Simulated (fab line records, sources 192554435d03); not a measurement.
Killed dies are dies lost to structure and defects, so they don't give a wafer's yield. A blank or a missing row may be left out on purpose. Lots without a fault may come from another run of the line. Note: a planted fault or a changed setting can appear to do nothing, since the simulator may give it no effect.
Split-lot trial | flow n5 finfet | 21 wafers read from 7 lots, route of 1938 steps

== ABOUT THE SPLIT ==
At N5_BEOL_M6_EXPOSE_25 (exposes mask V5, target cd 40 nm), the setting dose mj was moved away from the recipe's 45 on 12 of the 21 wafers read, by -2.3% to +7.4%. This setting was run at the recipe's value on the other wafers.

== FROM THE SPLIT TO THE READING: what the file shows between them, 2 steps ==
- N5_BEOL_M6_PEB_26: peb time 60 s
- N5_BEOL_M6_DEVELOP_27: develop time 30 s

== THE READING ==
cd nm (nm) at N5_BEOL_M6_CD_MEAS_28, where the cd target is 40 nm. On this fab line, fault-free wafers typically give 39.96 nm with a standard deviation of 0.24 nm.

wafer  | tool, chamber at the split | dose mj as run | against the recipe | cd nm, nm | against lot-mates on the recipe
L075.2 | euv scanner-02, 0          | 46.95          | +4.3%              | 41.17     | no lot-mate on the recipe
L075.3 | euv scanner-02, 0          | 46.95          | +4.3%              | 41.43     | no lot-mate on the recipe
L075.5 | euv scanner-02, 0          | 46.95          | +4.3%              | 40.98     | no lot-mate on the recipe
L074.3 | euv scanner-02, 0          | 45             | recipe             | 39.68     | -
L074.4 | euv scanner-02, 0          | 45             | recipe             | 39.97     | -
L074.6 | euv scanner-02, 0          | 45             | recipe             | 40.35     | -
L086.2 | euv scanner-02, 0          | 43.99          | -2.2%              | 39.49     | -0.31
L086.5 | euv scanner-02, 0          | 43.99          | -2.2%              | 39.09     | -0.71
L086.6 | euv scanner-02, 0          | 45             | recipe             | 39.80     | -
L088.1 | euv scanner-01, 0          | 43.96          | -2.3%              | 39.53     | -0.38
L088.3 | euv scanner-01, 0          | 45             | recipe             | 39.91     | -
L088.5 | euv scanner-01, 0          | 43.96          | -2.3%              | 39.54     | -0.37
L089.1 | euv scanner-01, 0          | 48.35          | +7.4%              | 41.66     | +1.52
L089.3 | euv scanner-01, 0          | 45             | recipe             | 40.14     | -
L089.4 | euv scanner-01, 0          | 48.35          | +7.4%              | 41.95     | +1.81
L092.1 | euv scanner-01, 0          | 45             | recipe             | 39.86     | -
L092.4 | euv scanner-01, 0          | 45             | recipe             | 40.12     | -
L092.6 | euv scanner-01, 0          | 45             | recipe             | 39.71     | -
L097.1 | euv scanner-01, 0          | 46.46          | +3.2%              | 40.76     | no lot-mate on the recipe
L097.3 | euv scanner-01, 0          | 46.46          | +3.2%              | 40.50     | no lot-mate on the recipe
L097.4 | euv scanner-01, 0          | 46.46          | +3.2%              | 40.69     | no lot-mate on the recipe

THE FIT
A straight line over all 21 wafers: cd nm changes by +0.251 nm for each +1% of dose mj; r = +0.97; the points scatter about the line by 0.21 nm.
The same after taking each lot's own level away (the mean of its wafers on the recipe; 15 wafers): +0.218 nm for each +1%; r = +0.96; scatter 0.19 nm.
According to that fit, moving dose mj by its largest amount changes the reading by 1.6 nm.
From 39.800 to 40.140 nm: that is the span of the lots' own levels, equal to 1.4 times the standard deviation above.
So the slope is not independent of the lot-to-lot level: the two fits are not the same.
Check: +1.75 nm against its lot-mates is what the line predicts for one of the wafers moved furthest among these (+7.4%) when that wafer is left out of the fit. It came out at +1.52 nm against them.

== OTHER SPLITS ON THESE WAFERS ==
These wafers also went through other splits before the reading. Each is held against what the fit with the lots' levels taken away leaves over:
other split on the same wafers     | wafers away from the commonest value | r with cd nm (lot level and that fit taken away)
N5_BEOL_M2_ETCH_74 source w        | 6                                    | -0.05
N5_BEOL_M3_COAT_68 spin rpm        | 8                                    | -0.32
N5_BEOL_M3_ETCH_77 h2 flow sccm    | 5                                    | +0.03
N5_BEOL_M4_COAT_62 spin rpm        | 9                                    | -0.05
N5_BEOL_M4_TRENCH_ETCH_37 source w | 8                                    | +0.47
N5_BEOL_M5_PECVD_70 temp c         | 5                                    | -0.05
N5_BEOL_M5_HM_DEP_02 target thk a  | 4                                    | -0.35

== THE WHOLE CHAIN: every reading that the file lists as answering this split, in the file's order ==
step                  | what it does                                                | reading                                                        | change (the file's fit)               | r (the file's)
N5_BEOL_M6_CD_MEAS_28 | target cd 40 nm                                             | cd nm                                                          | +0.218 nm for each +1% of the setting | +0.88
N5_BEOL_M6_DESCUM_33  | chemistry O2, time 7 s                                      | BEOL_M6.cd nm (the simulator's own value, which no gauge read) | +0.253 nm for each +1% of the setting | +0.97
N5_BEOL_M6_ETCH_72    | etches underlayer in N2/H2, target depth 6.5 nm, time 5.2 s | BEOL_M6.cd nm (the simulator's own value, which no gauge read) | +0.238 nm for each +1% of the setting | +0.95

== THE FILE'S OWN FIT ==
cd nm changes by +0.218 nm for each +1% of dose mj, r = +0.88.
